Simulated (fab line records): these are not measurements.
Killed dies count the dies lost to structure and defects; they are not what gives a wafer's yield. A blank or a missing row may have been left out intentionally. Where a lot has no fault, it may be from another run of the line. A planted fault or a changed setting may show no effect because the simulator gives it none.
Split-lot study -- flow n5 finfet -- 39 wafers read across 7 lots, on a route 1938 steps long

## THE SPLIT
At N5_BEOL_M2_ILD_DEP_00 (deposits SiOC from DEMS/O2, target thk 79 nm, time 15.3 s), the setting target thk a was moved away from the recipe's 790 angstrom on 18 of the 39 wafers read, by -54.0% to +57.1%. All remaining wafers had this setting at the recipe value.

The file shows no step between the split and the reading.

## THE READING
M2_ILD_THK, in nm, at N5_BEOL_M2_THK_MEAS_01. Fault-free wafers of this fab line usually give 79.8 nm, standard deviation 1.1 nm.

wafer,"tool, chamber at the split","target thk a as run, angstrom",against the recipe,"M2_ILD_THK, nm",against lot-mates on the recipe
L077.1,"pecvd-03, 1,0",1032,+30.6%,104.1,+25.5
L077.2,"pecvd-03, 0",790,recipe,77.4,-
L077.3,"pecvd-03, 2",790,recipe,77.8,-
L077.4,"pecvd-03, 1,0",1032,+30.6%,104.0,+25.4
L077.5,"pecvd-03, 1",790,recipe,80.7,-
L077.6,"pecvd-03, 2",1032,+30.6%,103.4,+24.8
L081.1,"pecvd-04, 2",363.3,-54.0%,35.9,-44.2
L081.2,"pecvd-04, 0",363.3,-54.0%,36.4,-43.7
L081.3,"pecvd-04, 1",790,recipe,78.8,-
L081.4,"pecvd-04, 0",363.3,-54.0%,36.2,-43.9
L081.5,"pecvd-04, 1",790,recipe,80.2,-
L081.6,"pecvd-04, 2",790,recipe,81.3,-
L082.2,"pecvd-03, 0",790,recipe,78.6,-
L082.3,"pecvd-03, 2",790,recipe,77.5,-
L082.5,"pecvd-03, 1",790,recipe,81.2,-
L088.1,"pecvd-04, 2",614.3,-22.2%,64.0,-16.2
L088.2,"pecvd-04, 0",790,recipe,79.6,-
L088.3,"pecvd-04, 1",790,recipe,79.9,-
L088.4,"pecvd-04, 1",790,recipe,81.1,-
L088.5,"pecvd-04, 2,0",614.3,-22.2%,63.7,-16.5
L088.6,"pecvd-04, 2,0",614.3,-22.2%,63.8,-16.4
L091.1,"pecvd-03, 0",518.1,-34.4%,53.2,-28.0
L091.2,"pecvd-03, 1",518.1,-34.4%,54.3,-26.9
L091.3,"pecvd-03, 1",518.1,-34.4%,54.1,-27.1
L091.4,"pecvd-03, 0",790,recipe,81.6,-
L091.5,"pecvd-03, 1",790,recipe,80.8,-
L091.6,"pecvd-03, 0",790,recipe,81.2,-
L096.1,"pecvd-03, 2",790,recipe,80.5,-
L096.2,"pecvd-03, 0",790,recipe,80.5,-
L096.3,"pecvd-03, 1",1108,+40.3%,111.8,+31.1
L096.4,"pecvd-03, 0",1108,+40.3%,114.0,+33.3
L096.5,"pecvd-03, 1",790,recipe,81.1,-
L096.6,"pecvd-03, 2",1108,+40.3%,112.6,+31.9
L097.1,"pecvd-04, 1",1241,+57.1%,123.1,+42.3
L097.2,"pecvd-04, 0",1241,+57.1%,124.2,+43.4
L097.3,"pecvd-04, 1",1241,+57.1%,125.6,+44.8
L097.4,"pecvd-04, 0",790,recipe,81.3,-
L097.5,"pecvd-04, 0",790,recipe,81.3,-
L097.6,"pecvd-04, 1",790,recipe,79.7,-
When a row names more than one chamber, that row covers several wafers, and the file does not tell which wafer ran in which chamber.

THE FIT
A straight line over all 39 wafers: M2_ILD_THK changes by +0.788 nm for each +1% of target thk a; r = +1.00; the points scatter about the line by 1.3 nm.
The same after taking each lot's own level away (the mean of its wafers on the recipe; 39 wafers): +0.79 nm for each +1%; r = +1.00; scatter 1.1 nm.
The reading moves by 45 nm for the largest change in target thk a, on that fit.
From 78.63 to 81.20 nm: that is the span of the lots' own levels, equal to 2.3 times the standard deviation above.
The two slopes agree, so the slope changes little with the lot-to-lot level.
Check: for one of the wafers moved furthest among these (+57.1%), held out of the fit, the line's prediction against its lot-mates is +45.5 nm. It came out at +42.3 nm against them.

## THE OTHER SPLITS THESE WAFERS WENT THROUGH
Note: prior to the reading, these wafers also went through further splits. Each is held against what the fit with the lots' levels taken away leaves over:
other split on the same wafers,wafers away from the commonest value,r with M2_ILD_THK (lot level and that fit taken away)
N5_FIN_SAQP_HM_DEP_72 time s,12,-0.08
N5_SD_EPI_N_EPI_21 time s,15,-0.18
N5_HKMG_FIN_ALD_21 ald cycles,18,+0.20
N5_MOL_CONTACT_COAG_ALD_133 ald cycles,15,+0.06

## THE WHOLE CHAIN: every reading that the file lists as answering this split, in the file's order
step,what it does,reading,change (the file's fit),r (the file's)
N5_BEOL_M2_ILD_DEP_00,"deposits SiOC from DEMS/O2, target thk 79 nm, time 15.3 s","SiOC_of_BEOL_M2_ILD_DEP_00.thk nm (the simulator's own value, which no gauge read)",+0.79 nm for each +1% of the setting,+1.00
N5_BEOL_M2_THK_MEAS_01,,M2_ILD_THK,+0.79 for each +1% of the setting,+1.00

## FILE'S OWN FIT
M2_ILD_THK changes by +0.79 nm for each +1% of target thk a, r = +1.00.
